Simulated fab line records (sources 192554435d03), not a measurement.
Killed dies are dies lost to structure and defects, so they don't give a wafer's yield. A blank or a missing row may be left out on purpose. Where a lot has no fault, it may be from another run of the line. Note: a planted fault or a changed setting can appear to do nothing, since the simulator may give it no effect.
Matching of chambers || flow n5 finfet || rie diel-01 running N5_BEOL_M4_ETCH_74: 4 sister chambers
The step etches underlayer in N2/H2, target depth 6.5 nm, time 5.2 s. 14 wafers are shown with their chamber, then 7 later ones without.

== WAFERS, EACH WITH ITS CHAMBER ==
{"wafer": "L081.1", "chamber": 1, "drypump motor current A (A)": 5.2, "throttle valve pct (%)": 17.62, "showerhead plenum p Torr (Torr)": 2.62}
{"wafer": "L081.3", "chamber": 3, "drypump motor current A (A)": 5.0, "throttle valve pct (%)": 17.51, "showerhead plenum p Torr (Torr)": 2.57}
{"wafer": "L081.6", "chamber": 3, "drypump motor current A (A)": 5.0, "throttle valve pct (%)": 17.50, "showerhead plenum p Torr (Torr)": 2.57}
{"wafer": "L082.2", "chamber": 2, "drypump motor current A (A)": 6.0, "throttle valve pct (%)": 18.06, "showerhead plenum p Torr (Torr)": 2.39}
{"wafer": "L082.4", "chamber": 0, "drypump motor current A (A)": 5.5, "throttle valve pct (%)": 17.70, "showerhead plenum p Torr (Torr)": 2.48}
{"wafer": "L082.5", "chamber": 2, "drypump motor current A (A)": 6.0, "throttle valve pct (%)": 18.04, "showerhead plenum p Torr (Torr)": 2.39}
{"wafer": "L085.1", "chamber": 2, "drypump motor current A (A)": 5.9, "throttle valve pct (%)": 17.78, "showerhead plenum p Torr (Torr)": 2.70}
{"wafer": "L085.4", "chamber": 3, "drypump motor current A (A)": 4.9, "throttle valve pct (%)": 17.55, "showerhead plenum p Torr (Torr)": 2.56}
{"wafer": "L085.5", "chamber": 2, "drypump motor current A (A)": 6.0, "throttle valve pct (%)": 17.80, "showerhead plenum p Torr (Torr)": 2.70}
{"wafer": "L088.2", "chamber": 1, "drypump motor current A (A)": 5.3, "throttle valve pct (%)": 17.68, "showerhead plenum p Torr (Torr)": 2.60}
{"wafer": "L088.3", "chamber": 3, "drypump motor current A (A)": 5.0, "throttle valve pct (%)": 17.58, "showerhead plenum p Torr (Torr)": 2.56}
{"wafer": "L088.5", "chamber": 2, "drypump motor current A (A)": 5.9, "throttle valve pct (%)": 17.80, "showerhead plenum p Torr (Torr)": 2.70}
{"wafer": "L090.4", "chamber": 1, "drypump motor current A (A)": 5.3, "throttle valve pct (%)": 17.65, "showerhead plenum p Torr (Torr)": 2.60}
{"wafer": "L090.5", "chamber": 2, "drypump motor current A (A)": 5.9, "throttle valve pct (%)": 17.80, "showerhead plenum p Torr (Torr)": 2.70}

SIGNATURES (means of the wafers above)
{"reading": "drypump motor current A", "chamber 0": 5.500, "chamber 1": 5.267, "chamber 2": 5.950, "chamber 3": 4.975, "scatter within a chamber": 0.054}
{"reading": "throttle valve pct", "chamber 0": 17.7000, "chamber 1": 17.6500, "chamber 2": 17.8800, "chamber 3": 17.5350, "scatter within a chamber": 0.0965}
{"reading": "showerhead plenum p Torr", "chamber 0": 2.4800, "chamber 1": 2.6067, "chamber 2": 2.5967, "chamber 3": 2.5650, "scatter within a chamber": 0.113}
Rule: distance of a wafer from a chamber = root of the sum over the readings of ((wafer's reading minus chamber's mean) / reading's scatter) squared. If the next closest chamber is less than 2 further off than the closest, the wafer can't be placed; otherwise it belongs to the closest. The scatter is the square root of a quotient: the sum, over the shown wafers, of each reading's squared deviation from its chamber's mean, divided by wafers minus chambers.

== WAFERS WHOSE CHAMBER IS MISSING ==
{"wafer": "L090.6", "drypump motor current A (A)": 5.3, "throttle valve pct (%)": 17.68, "showerhead plenum p Torr (Torr)": 2.60}
{"wafer": "L093.2", "drypump motor current A (A)": 5.2, "throttle valve pct (%)": 17.69, "showerhead plenum p Torr (Torr)": 2.60}
{"wafer": "L093.3", "drypump motor current A (A)": 5.0, "throttle valve pct (%)": 17.58, "showerhead plenum p Torr (Torr)": 2.56}
{"wafer": "L093.5", "drypump motor current A (A)": 5.4, "throttle valve pct (%)": 17.73, "showerhead plenum p Torr (Torr)": 2.47}
{"wafer": "L097.1", "drypump motor current A (A)": 5.3, "throttle valve pct (%)": 17.73, "showerhead plenum p Torr (Torr)": 2.59}
{"wafer": "L097.3", "drypump motor current A (A)": 4.9, "throttle valve pct (%)": 17.61, "showerhead plenum p Torr (Torr)": 2.55}
{"wafer": "L097.5", "drypump motor current A (A)": 5.9, "throttle valve pct (%)": 17.82, "showerhead plenum p Torr (Torr)": 2.69}

== EACH ONE'S CHAMBER ==
{"wafer": "L090.6", "from the rows above": 1, "in truth": 1}
{"wafer": "L093.2", "from the rows above": 1, "in truth": 1}
{"wafer": "L093.3", "from the rows above": 3, "in truth": 3}
{"wafer": "L093.5", "from the rows above": "can't be placed: 0 or 1", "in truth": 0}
{"wafer": "L097.1", "from the rows above": 1, "in truth": 1}
{"wafer": "L097.3", "from the rows above": 3, "in truth": 3}
{"wafer": "L097.5", "from the rows above": 2, "in truth": 2}
Correct placement for 6 of the 7. Unplaceable from these rows: 1, with the true chamber sitting among the candidates in 1. Placed wrongly: 0.
